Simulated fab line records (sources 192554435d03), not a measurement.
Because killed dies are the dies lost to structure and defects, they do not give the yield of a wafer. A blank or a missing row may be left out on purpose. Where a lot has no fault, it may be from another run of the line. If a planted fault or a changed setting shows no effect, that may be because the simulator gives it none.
The tool behind it: which one? / flow n5Finfet / 72 wafers from 24 lots sampled at 3 of the route's 1938 steps

== WHAT THE GAUGES READ, wafer by wafer ==
N5_FIN_SAQP_CD_MEAS_16 targets a cd of 35.6 nm. Usual: cdNm at 35.6 nm, with a standard deviation of 0.35.
lot=L074; measured=day 1 21:16; on=cdSem-02; cdNm (nm)=35.8 35.3 36.2; flag=
lot=L075; measured=day 2 03:10; on=cdSem-02; cdNm (nm)=35.9 36.3 36.3; flag=
lot=L076; measured=day 2 09:50; on=cdSem-01; cdNm (nm)=35.9 35.0 35.2; flag=
lot=L077; measured=day 2 16:05; on=cdSem-02; cdNm (nm)=35.9 35.6 35.9; flag=
lot=L078; measured=day 2 21:49; on=cdSem-02; cdNm (nm)=34.7 35.2 35.4; flag=
lot=L079; measured=day 3 03:52; on=cdSem-03; cdNm (nm)=35.7 35.7 35.4; flag=
lot=L080; measured=day 3 09:14; on=cdSem-03; cdNm (nm)=35.6 35.6 35.3; flag=
lot=L081; measured=day 3 15:11; on=cdSem-01; cdNm (nm)=35.5 35.1 35.9; flag=
lot=L082; measured=day 3 22:42; on=cdSem-02; cdNm (nm)=35.8 35.9 35.3; flag=
lot=L083; measured=day 4 03:40; on=cdSem-02; cdNm (nm)=35.8 35.5 35.7; flag=
lot=L084; measured=day 4 09:29; on=cdSem-01; cdNm (nm)=35.9 35.9 35.5; flag=
lot=L085; measured=day 4 15:15; on=cdSem-02; cdNm (nm)=35.0 34.9 35.0; flag=
lot=L086; measured=day 5 00:30; on=cdSem-01; cdNm (nm)=35.1 35.8 35.6; flag=
lot=L087; measured=day 5 04:29; on=cdSem-02; cdNm (nm)=35.7 35.9 35.2; flag=
lot=L088; measured=day 5 09:32; on=cdSem-02; cdNm (nm)=35.7 35.3 35.3; flag=
lot=L089; measured=day 5 17:46; on=cdSem-03; cdNm (nm)=36.1 36.0 35.8; flag=
lot=L090; measured=day 5 22:20; on=cdSem-01; cdNm (nm)=35.5 35.6 35.6; flag=
lot=L091; measured=day 6 04:58; on=cdSem-02; cdNm (nm)=35.2 35.3 35.4; flag=
lot=L092; measured=day 6 10:38; on=cdSem-01; cdNm (nm)=35.5 36.2 36.4; flag=
lot=L093; measured=day 6 17:29; on=cdSem-03; cdNm (nm)=35.5 35.0 35.1; flag=
lot=L094; measured=day 7 00:43; on=cdSem-03; cdNm (nm)=35.4 35.2 34.8; flag=
lot=L095; measured=day 7 06:21; on=cdSem-01; cdNm (nm)=35.9 35.5 35.6; flag=
lot=L096; measured=day 7 12:33; on=cdSem-01; cdNm (nm)=35.6 35.6 35.5; flag=
lot=L097; measured=day 7 16:34; on=cdSem-02; cdNm (nm)=35.4 35.2 35.7; flag=

N5_FIN_SAQP_OVL_MEAS_17. Usual: FIN_CORE_OVL 0.2 nm, standard deviation 0.9.
lot=L074; measured=day 1 21:19; on=overlay-01; FIN_CORE_OVL (nm)=0.6 0.2 -0.8; flag=
lot=L075; measured=day 2 03:13; on=overlay-01; FIN_CORE_OVL (nm)=0.2 0.3 -0.1; flag=
lot=L076; measured=day 2 09:52; on=overlay-02; FIN_CORE_OVL (nm)=0.3 1.7 0.3; flag=
lot=L077; measured=day 2 16:07; on=overlay-01; FIN_CORE_OVL (nm)=1.1 0.8 0.3; flag=
lot=L078; measured=day 2 21:51; on=overlay-02; FIN_CORE_OVL (nm)=0.0 -0.2 -0.1; flag=
lot=L079; measured=day 3 03:54; on=overlay-01; FIN_CORE_OVL (nm)=-0.5 0.2 -0.5; flag=
lot=L080; measured=day 3 09:17; on=overlay-02; FIN_CORE_OVL (nm)=0.5 1.6 1.0; flag=
lot=L081; measured=day 3 15:13; on=overlay-01; FIN_CORE_OVL (nm)=0.4 -0.3 1.3; flag=
lot=L082; measured=day 3 22:44; on=overlay-02; FIN_CORE_OVL (nm)=-0.9 -0.1 -0.4; flag=
lot=L083; measured=day 4 03:42; on=overlay-02; FIN_CORE_OVL (nm)=1.6 2.3 2.7; flag=
lot=L084; measured=day 4 09:32; on=overlay-02; FIN_CORE_OVL (nm)=0.9 -0.4 1.1; flag=
lot=L085; measured=day 4 15:17; on=overlay-01; FIN_CORE_OVL (nm)=-0.9 1.4 0.0; flag=
lot=L086; measured=day 5 00:32; on=overlay-02; FIN_CORE_OVL (nm)=-1.5 0.5 0.6; flag=
lot=L087; measured=day 5 04:32; on=overlay-02; FIN_CORE_OVL (nm)=1.5 1.0 1.5; flag=
lot=L088; measured=day 5 09:34; on=overlay-01; FIN_CORE_OVL (nm)=1.3 0.3 0.5; flag=
lot=L089; measured=day 5 17:48; on=overlay-01; FIN_CORE_OVL (nm)=-1.7 -1.2 -1.0; flag=
lot=L090; measured=day 5 22:23; on=overlay-02; FIN_CORE_OVL (nm)=0.5 1.2 1.5; flag=
lot=L091; measured=day 6 05:00; on=overlay-01; FIN_CORE_OVL (nm)=-0.5 -1.6 -1.2; flag=
lot=L092; measured=day 6 10:40; on=overlay-02; FIN_CORE_OVL (nm)=-0.3 -1.2 -1.1; flag=
lot=L093; measured=day 6 17:32; on=overlay-02; FIN_CORE_OVL (nm)=0.9 -0.3 -0.1; flag=
lot=L094; measured=day 7 00:45; on=overlay-01; FIN_CORE_OVL (nm)=0.1 -0.1 -0.6; flag=
lot=L095; measured=day 7 06:23; on=overlay-02; FIN_CORE_OVL (nm)=0.3 1.3 1.6; flag=
lot=L096; measured=day 7 12:35; on=overlay-01; FIN_CORE_OVL (nm)=1.8 0.4 1.7; flag=
lot=L097; measured=day 7 16:36; on=overlay-01; FIN_CORE_OVL (nm)=-1.3 -0.1 -0.9; flag=

== TOOL THAT RAN EACH LOT (tool first, then ch and the chambers of the sampled wafers, then the start) ==
lot=L074; N5_PMOS_HMC_CHANNEL_EPI_HM_OPEN_15=rieDiel-02 ch 1,3, day 1 17:17
lot=L075; N5_PMOS_HMC_CHANNEL_EPI_HM_OPEN_15=rieDiel-04 ch 2,3, day 1 23:19
lot=L076; N5_PMOS_HMC_CHANNEL_EPI_HM_OPEN_15=rieDiel-06 ch 0,2,3, day 2 05:08
lot=L077; N5_PMOS_HMC_CHANNEL_EPI_HM_OPEN_15=rieDiel-04 ch 1,2,3, day 2 11:58
lot=L078; N5_PMOS_HMC_CHANNEL_EPI_HM_OPEN_15=rieDiel-04 ch 1,2,3, day 2 17:35
lot=L079; N5_PMOS_HMC_CHANNEL_EPI_HM_OPEN_15=rieDiel-06 ch 0,2, day 2 23:48
lot=L080; N5_PMOS_HMC_CHANNEL_EPI_HM_OPEN_15=rieDiel-06 ch 1,2, day 3 05:23
lot=L081; N5_PMOS_HMC_CHANNEL_EPI_HM_OPEN_15=rieDiel-02 ch 1,2, day 3 11:11
lot=L082; N5_PMOS_HMC_CHANNEL_EPI_HM_OPEN_15=rieDiel-02 ch 1,2,3, day 3 17:56
lot=L083; N5_PMOS_HMC_CHANNEL_EPI_HM_OPEN_15=rieDiel-02 ch 0,2, day 3 23:24
lot=L084; N5_PMOS_HMC_CHANNEL_EPI_HM_OPEN_15=rieDiel-04 ch 1,2,3, day 4 05:18
lot=L085; N5_PMOS_HMC_CHANNEL_EPI_HM_OPEN_15=rieDiel-02 ch 0,2,3, day 4 11:12
lot=L086; N5_PMOS_HMC_CHANNEL_EPI_HM_OPEN_15=rieDiel-02 ch 0,2,3, day 4 18:11
lot=L087; N5_PMOS_HMC_CHANNEL_EPI_HM_OPEN_15=rieDiel-04 ch 2,3, day 4 23:56
lot=L088; N5_PMOS_HMC_CHANNEL_EPI_HM_OPEN_15=rieDiel-02 ch 1,2, day 5 05:38
lot=L089; N5_PMOS_HMC_CHANNEL_EPI_HM_OPEN_15=rieDiel-02 ch 1,2,3, day 5 12:12
lot=L090; N5_PMOS_HMC_CHANNEL_EPI_HM_OPEN_15=rieDiel-04 ch 0,1, day 5 17:47
lot=L091; N5_PMOS_HMC_CHANNEL_EPI_HM_OPEN_15=rieDiel-06 ch 0,1,2, day 6 00:58
lot=L092; N5_PMOS_HMC_CHANNEL_EPI_HM_OPEN_15=rieDiel-02 ch 1,2,3, day 6 06:38
lot=L093; N5_PMOS_HMC_CHANNEL_EPI_HM_OPEN_15=rieDiel-06 ch 0,3, day 6 12:53
lot=L094; N5_PMOS_HMC_CHANNEL_EPI_HM_OPEN_15=rieDiel-02 ch 1,2,3, day 6 20:07
lot=L095; N5_PMOS_HMC_CHANNEL_EPI_HM_OPEN_15=rieDiel-02 ch 2,3, day 7 01:45
lot=L096; N5_PMOS_HMC_CHANNEL_EPI_HM_OPEN_15=rieDiel-02 ch 2,3, day 7 06:36
lot=L097; N5_PMOS_HMC_CHANNEL_EPI_HM_OPEN_15=rieDiel-04 ch 1,2, day 7 12:16
- N5_PMOS_HMC_CHANNEL_EPI_HM_OPEN_15: chemistry CHF3/O2, target SiO2, target depth 40.6 nm, time 20.3 s.

== AS READ BY THE TOOLS THEMSELVES (means over the sampled wafers that have a number; for cases with no such wafer, the mark the record gives instead) ==
N5_PMOS_HMC_CHANNEL_EPI_HM_OPEN_15. Usual: drypumpMotorCurrentA 5.6 A, standard deviation 0.35; oesProductAu 0.74 a.u., standard deviation 0.056; rfVppV 525 V, standard deviation 13; showerheadPlenumPTorr 2.39 Torr, standard deviation 0.07; throttleValvePct 18.91 %, standard deviation 0.18.
lot=L074; tool=rieDiel-02; drypumpMotorCurrentA (A)=5.8; oesProductAu (a.u.)=0.75; rfVppV (V)=514; showerheadPlenumPTorr (Torr)=2.37; throttleValvePct (%)=18.84; flag=
lot=L075; tool=rieDiel-04; drypumpMotorCurrentA (A)=5.3; oesProductAu (a.u.)=0.74; rfVppV (V)=528; showerheadPlenumPTorr (Torr)=2.48; throttleValvePct (%)=18.94; flag=
lot=L076; tool=rieDiel-06; drypumpMotorCurrentA (A)=5.2; oesProductAu (a.u.)=0.74; rfVppV (V)=533; showerheadPlenumPTorr (Torr)=2.40; throttleValvePct (%)=18.98; flag=
lot=L077; tool=rieDiel-04; drypumpMotorCurrentA (A)=5.7; oesProductAu (a.u.)=0.73; rfVppV (V)=521; showerheadPlenumPTorr (Torr)=2.41; throttleValvePct (%)=18.98; flag=
lot=L078; tool=rieDiel-04; drypumpMotorCurrentA (A)=5.7; oesProductAu (a.u.)=0.73; rfVppV (V)=520; showerheadPlenumPTorr (Torr)=2.40; throttleValvePct (%)=18.99; flag=
lot=L079; tool=rieDiel-06; drypumpMotorCurrentA (A)=5.1; oesProductAu (a.u.)=0.73; rfVppV (V)=535; showerheadPlenumPTorr (Torr)=2.46; throttleValvePct (%)=18.89; flag=
lot=L080; tool=rieDiel-06; drypumpMotorCurrentA (A)=5.4; oesProductAu (a.u.)=0.76; rfVppV (V)=532; showerheadPlenumPTorr (Torr)=2.44; throttleValvePct (%)=18.88; flag=
lot=L081; tool=rieDiel-02; drypumpMotorCurrentA (A)=5.7; oesProductAu (a.u.)=0.74; rfVppV (V)=539; showerheadPlenumPTorr (Torr)=2.37; throttleValvePct (%)=18.72; flag=
lot=L082; tool=rieDiel-02; drypumpMotorCurrentA (A)=5.7; oesProductAu (a.u.)=0.74; rfVppV (V)=525; showerheadPlenumPTorr (Torr)=2.36; throttleValvePct (%)=18.80; flag=
lot=L083; tool=rieDiel-02; drypumpMotorCurrentA (A)=5.5; oesProductAu (a.u.)=0.73; rfVppV (V)=541; showerheadPlenumPTorr (Torr)=2.43; throttleValvePct (%)=18.88; flag=
lot=L084; tool=rieDiel-04; drypumpMotorCurrentA (A)=5.7; oesProductAu (a.u.)=0.72; rfVppV (V)=519; showerheadPlenumPTorr (Torr)=2.40; throttleValvePct (%)=18.99; flag=
lot=L085; tool=rieDiel-02; drypumpMotorCurrentA (A)=5.5; oesProductAu (a.u.)=0.73; rfVppV (V)=528; showerheadPlenumPTorr (Torr)=2.42; throttleValvePct (%)=18.97; flag=
lot=L086; tool=rieDiel-02; drypumpMotorCurrentA (A)=5.6; oesProductAu (a.u.)=0.73; rfVppV (V)=528; showerheadPlenumPTorr (Torr)=2.41; throttleValvePct (%)=18.97; flag=
lot=L087; tool=rieDiel-04; drypumpMotorCurrentA (A)=5.4; oesProductAu (a.u.)=0.73; rfVppV (V)=527; showerheadPlenumPTorr (Torr)=2.47; throttleValvePct (%)=18.96; flag=
lot=L088; tool=rieDiel-02; drypumpMotorCurrentA (A)=5.7; oesProductAu (a.u.)=0.73; rfVppV (V)=538; showerheadPlenumPTorr (Torr)=2.36; throttleValvePct (%)=18.74; flag=
lot=L089; tool=rieDiel-02; drypumpMotorCurrentA (A)=5.7; oesProductAu (a.u.)=0.73; rfVppV (V)=526; showerheadPlenumPTorr (Torr)=2.36; throttleValvePct (%)=18.81; flag=
lot=L090; tool=rieDiel-04; drypumpMotorCurrentA (A)=6.1; oesProductAu (a.u.)=0.81; rfVppV (V)=510; showerheadPlenumPTorr (Torr)=2.33; throttleValvePct (%)=18.93; flag=
lot=L091; tool=rieDiel-06; drypumpMotorCurrentA (A)=5.3; oesProductAu (a.u.)=0.80; rfVppV (V)=532; showerheadPlenumPTorr (Torr)=2.39; throttleValvePct (%)=18.79; flag=
lot=L092; tool=rieDiel-02; drypumpMotorCurrentA (A)=5.7; oesProductAu (a.u.)=0.72; rfVppV (V)=526; showerheadPlenumPTorr (Torr)=2.35; throttleValvePct (%)=18.82; flag=
lot=L093; tool=rieDiel-06; drypumpMotorCurrentA (A)=5.1; oesProductAu (a.u.)=0.86; rfVppV (V)=533; showerheadPlenumPTorr (Torr)=2.35; throttleValvePct (%)=18.79; flag=
lot=L094; tool=rieDiel-02; drypumpMotorCurrentA (A)=5.7; oesProductAu (a.u.)=0.72; rfVppV (V)=525; showerheadPlenumPTorr (Torr)=2.35; throttleValvePct (%)=18.84; flag=
lot=L095; tool=rieDiel-02; drypumpMotorCurrentA (A)=5.6; oesProductAu (a.u.)=0.72; rfVppV (V)=531; showerheadPlenumPTorr (Torr)=2.38; throttleValvePct (%)=18.92; flag=
lot=L096; tool=rieDiel-02; drypumpMotorCurrentA (A)=5.6; oesProductAu (a.u.)=0.72; rfVppV (V)=519; showerheadPlenumPTorr (Torr)=2.38; throttleValvePct (%)=19.00; flag=
lot=L097; tool=rieDiel-04; drypumpMotorCurrentA (A)=5.6; oesProductAu (a.u.)=0.73; rfVppV (V)=527; showerheadPlenumPTorr (Torr)=2.45; throttleValvePct (%)=19.04; flag=

== THE ANSWER, worked out from the rows above alone ==
Rule: a lot counts as off when the mean over its wafers that have a number is more than 3 standard deviations away from the usual mean. Also off: a lot with no number at a reading for which 4 or more lots have one. The other lots that the step has rows for count as sound. Order of review: gauges by route order, followed by the tools' own readings, for which a lot's mean as printed above is used. At the first step where some lot is off, the reading lying furthest off is the one used; lots without a number count as furthest.
No lot is off at any reading shown: from this, nothing can be told.

== WHAT THE SIMULATOR PUT IN ==
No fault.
